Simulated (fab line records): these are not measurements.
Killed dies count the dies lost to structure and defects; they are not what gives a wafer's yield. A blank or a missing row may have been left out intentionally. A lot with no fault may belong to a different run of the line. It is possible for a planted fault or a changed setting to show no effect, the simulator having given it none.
Split-lot experiment -- flow n5Finfet -- route with 1938 steps; 7 lots, 21 wafers read

## ON THE SPLIT
At N5_MOL_CONTACT_COAG_CVD_140 (deposits W, target thk 66.5 nm, time 215 s), the setting targetThkA was moved away from the recipe's 665 angstrom on 7 of the 21 wafers read, by -10.9% to +12.1%. The other wafers ran this setting at the recipe's value.

The reading is taken at the split's own step.

## THE READING
W_of_MOL_CONTACT_COAG_CVD_140.thkNm (the simulator's own value, which no gauge read), in nm, at N5_MOL_CONTACT_COAG_CVD_140 (deposits W, target thk 66.5 nm, time 215 s). The file does not state a usual value for it. Here, 14 wafers ran the recipe; their average is 66.6 nm with a standard deviation of 1.3 nm.

wafer,"tool, chamber at the split","targetThkA as run, angstrom",against the recipe,"W_of_MOL_CONTACT_COAG_CVD_140.thkNm, nm",against lot-mates on the recipe
L077.1,"cvdW-01, 0",622.9,-6.3%,62.8,-3.8
L077.5,"cvdW-01, 0",622.9,-6.3%,62.6,-4.0
L077.6,"cvdW-01, 1",665,recipe,66.6,-
L080.1,"cvdW-01, 1",665,recipe,67.2,-
L080.3,"cvdW-01, 1",665,recipe,68.4,-
L080.6,"cvdW-01, 1",665,recipe,66.8,-
L081.1,"cvdW-01, 1",665,recipe,67.4,-
L081.2,"cvdW-01, 1",596,-10.4%,60.6,-6.8
L081.5,"cvdW-01, 1",596,-10.4%,60.8,-6.6
L082.2,"cvdW-01, 1",665,recipe,68.2,-
L082.3,"cvdW-01, 1",592.5,-10.9%,60.6,-7.9
L082.4,"cvdW-01, 0",665,recipe,68.8,-
L086.2,"cvdW-01, 1",665,recipe,66.4,-
L086.5,"cvdW-01, 1",745.7,+12.1%,75.2,+8.8
L086.6,"cvdW-01, 0",745.7,+12.1%,74.2,+7.8
L091.3,"cvdW-02, 1",665,recipe,64.4,-
L091.4,"cvdW-02, 0",665,recipe,64.6,-
L091.6,"cvdW-02, 1",665,recipe,65.2,-
L093.2,"cvdW-02, 0,1,0",665,recipe,66.2,-
L093.3,"cvdW-02, 0,1,0",665,recipe,66.2,-
L093.5,"cvdW-02, 0,1,0",665,recipe,66.2,-
When a row names more than one chamber, that row covers several wafers, and the file does not tell which wafer ran in which chamber.

THE FIT
A straight line over all 21 wafers: W_of_MOL_CONTACT_COAG_CVD_140.thkNm changes by +0.616 nm for each +1% of targetThkA; r = +0.96; the points scatter about the line by 1.1 nm.
The same after taking each lot's own level away (the mean of its wafers on the recipe; 21 wafers): +0.673 nm for each +1%; r = +0.99; scatter 0.41 nm.
On that fit, the largest move of targetThkA shifts the reading by 8.2 nm.
The span of the lots' own levels, 64.73 to 68.50 nm, comes to 2.9 times the standard deviation stated above.
So the lot-to-lot level changes the slope little: the two slopes agree.
Check: +7.96 nm against its lot-mates is what the line predicts for one of the wafers moved furthest among these (+12.1%) when that wafer is left out of the fit. It came out at +8.8 nm against them.

## ADDITIONAL SPLITS CARRIED BY THESE WAFERS
These wafers also went through other splits before the reading. Each is held against what the fit with the lots' levels taken away leaves over:
other split on the same wafers,wafers away from the commonest value,r with W_of_MOL_CONTACT_COAG_CVD_140.thkNm (lot level and that fit taken away)
N5_DUMMY_GATE_ETCH_37 sourceW,6,-0.36
N5_SD_EPI_N_COAT_33 spinRpm,4,+0.34
N5_SD_EPI_N_DESCUM_14 timeS,7,+0.19
N5_SDB_COAT_05 spinRpm,7,+0.05
N5_HKMG_FIN_COAT_66 spinRpm,6,+0.02
N5_MOL_CONTACT_COAG_EXPOSE_05 doseMj,9,+0.01

## FILE'S OWN FIT
W_of_MOL_CONTACT_COAG_CVD_140.thkNm changes by +0.679 nm for each +1% of targetThkA, r = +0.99.
